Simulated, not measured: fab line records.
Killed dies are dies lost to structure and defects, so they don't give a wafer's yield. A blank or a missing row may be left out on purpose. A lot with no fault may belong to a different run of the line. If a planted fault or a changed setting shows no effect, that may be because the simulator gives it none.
Problem report, 8D (eight disciplines) form, completed by code / flow nand harc / the parts of the form that need people (team, actions taken, sign-off) are left out

== 1. WHAT IS WRONG ==
Wafers without a fault read 0.999 a.u., standard deviation 0.012; oes product au at NHARC_A_CHANNEL_HOLE_D1_ETCH_16 reads a mean of 0.847 a.u. on 4 wafers belonging to 3 lots. Measured from the usual mean, that is -13 standard deviations.
The step: etches the open film in O2/COS, target depth 3100 nm, time 806 s.
First observed at day 11 03:35: wafer L532.5, on rie diel-04. The record has a number at this step for 42 wafers belonging to 15 lots. The rule behind "out" and "out of limits": a value lying over 4 standard deviations away from the usual mean. The rest of the wafers with a number are treated as sound.

== 2. WHAT IT IS, AND WHAT IT ISN'T ==
question=which readings at this step | is=oes product au | is not=drypump motor current A, mfc ar sccm, rf vpp V, showerhead plenum p Torr, throttle valve pct
question=which lots | is=L532, L536, L537 | is not=L521, L522, L523, L524, L525, L526, L527, L528, L538, L539, L541, L542
question=which wafers of those lots | is=L532.5, L536.2, L536.5, L537.2 | is not=L532.4, L537.3
question=read on which tools | is=rie diel-04 | is not=rie diel-10, rie diel-13
question=when | is=from day 11 03:35 | is not=up to then (25 sound wafers); but 13 sound wafers of L537, L538, L539, L541, L542 came after

== 3. WHAT RULES OUT EACH SUSPECT ==
Counting: a tool at a process step up to the reading stays a suspect if it ran every lot that is out. Sound lots after the first of them don't rule it out here, since some wafers of a struck lot are sound.
- rie diel-04 at NHARC_A_CHANNEL_HOLE_D1_ETCH_16 (etches the open film in O2/COS, target depth 3100 nm, time 806 s): kept. It ran every lot that is out, first L532 (day 11 03:35); its last sound lot up to then is L527 (day 9 15:21). Its own readings are out on those wafers: oes product au.
Remaining after the count: rie diel-04 at NHARC_A_CHANNEL_HOLE_D1_ETCH_16.

== 4. THE CAUSE (what the simulator had put in) ==
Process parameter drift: rie diel-04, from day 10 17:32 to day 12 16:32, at NHARC_A_CHANNEL_HOLE_D1_ETCH_16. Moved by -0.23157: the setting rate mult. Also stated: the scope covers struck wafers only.
Counting left only this tool.

== 5. SEQUENCE OF EFFECTS, ordered by route ==
Rows list readings where the struck wafers' mean (over those with a number) sits beyond 3 standard deviations from the usual. Only readings for which the record gives a usual standard deviation are gone through. hours: the time from each lot's start at the first step in this table that gives one to its start at this step, as a median over the lots. sigmas: the change in usual standard deviations.
hours=0; step=NHARC_A_CHANNEL_HOLE_D1_ETCH_16; reading=oes product au; usual=0.999 a.u.; on struck wafers=0.847; change=-0.152; sigmas=-13
Its process steps:
- NHARC_A_CHANNEL_HOLE_D1_ETCH_16: etches the open film in O2/COS, target depth 3100 nm, time 806 s.

== 6. WHAT WOULD HAVE CAUGHT IT SOONER ==
The fault began at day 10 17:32; the first out-of-limits reading in this record came at day 11 03:35, 10 hours later.
